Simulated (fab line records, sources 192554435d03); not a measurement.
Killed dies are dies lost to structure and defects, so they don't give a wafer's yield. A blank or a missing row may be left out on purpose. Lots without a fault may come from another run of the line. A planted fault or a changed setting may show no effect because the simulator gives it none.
Chamber matching | flow n5_finfet | N5_BEOL_M9_CURE_72 on uv_cure-03: 3 sister chambers
The step cures SiCOH lowk, time 120 s. 6 wafers are shown with their chamber, then 8 later ones without.

WAFERS WITH THEIR CHAMBER
wafer  | chamber | lamp_power_pct (%) | wafer_temp_C_max
L075.4 | 1       | 52.32              | 371.2
L075.6 | 1       | 52.39              | 371.0
L080.5 | 2       | 52.28              | 370.8
L091.5 | 0       | 52.29              | 371.0
L091.6 | 0       | 52.30              | 371.3
L093.3 | 2       | 52.32              | 371.2

WAFERS WITHOUT THEIR CHAMBER
wafer  | lamp_power_pct (%) | wafer_temp_C_max
L093.5 | 52.37              | 370.5
L093.6 | 52.26              | 371.2
L094.1 | 52.30              | 370.7
L094.3 | 52.31              | 371.4
L094.5 | 52.27              | 370.9
L097.1 | 52.39              | 371.8
L097.2 | 52.34              | 371.8
L097.6 | 52.26              | 371.3

WHICH CHAMBER EACH WENT THROUGH
wafer  | from the rows above          | in truth
L093.5 | can't be placed: 1 or 2 or 0 | 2
L093.6 | can't be placed: 0 or 2 or 1 | 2
L094.1 | can't be placed: 2 or 0 or 1 | 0
L094.3 | can't be placed: 0 or 2 or 1 | 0
L094.5 | can't be placed: 2 or 0 or 1 | 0
L097.1 | can't be placed: 1 or 0 or 2 | 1
L097.2 | can't be placed: 1 or 0 or 2 | 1
L097.6 | can't be placed: 0 or 2 or 1 | 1
Placed correctly: 0 of 8. Can't be placed from these rows: 8 (the true chamber is among the candidates in 8). Placed wrongly: 0.
How it was worked out, from the rows above alone: a wafer's distance from a chamber is the root of the sum, over the readings, of the square of ((its reading less the chamber's mean) divided by the reading's scatter). The wafer belongs to the nearest chamber; if the next one is less than 2 further off, it can't be placed. A chamber's mean is the mean of its shown wafers. The scatter: the root of (the sum of the squares of (reading less its chamber's mean) over the shown wafers, divided by (wafers less chambers)).
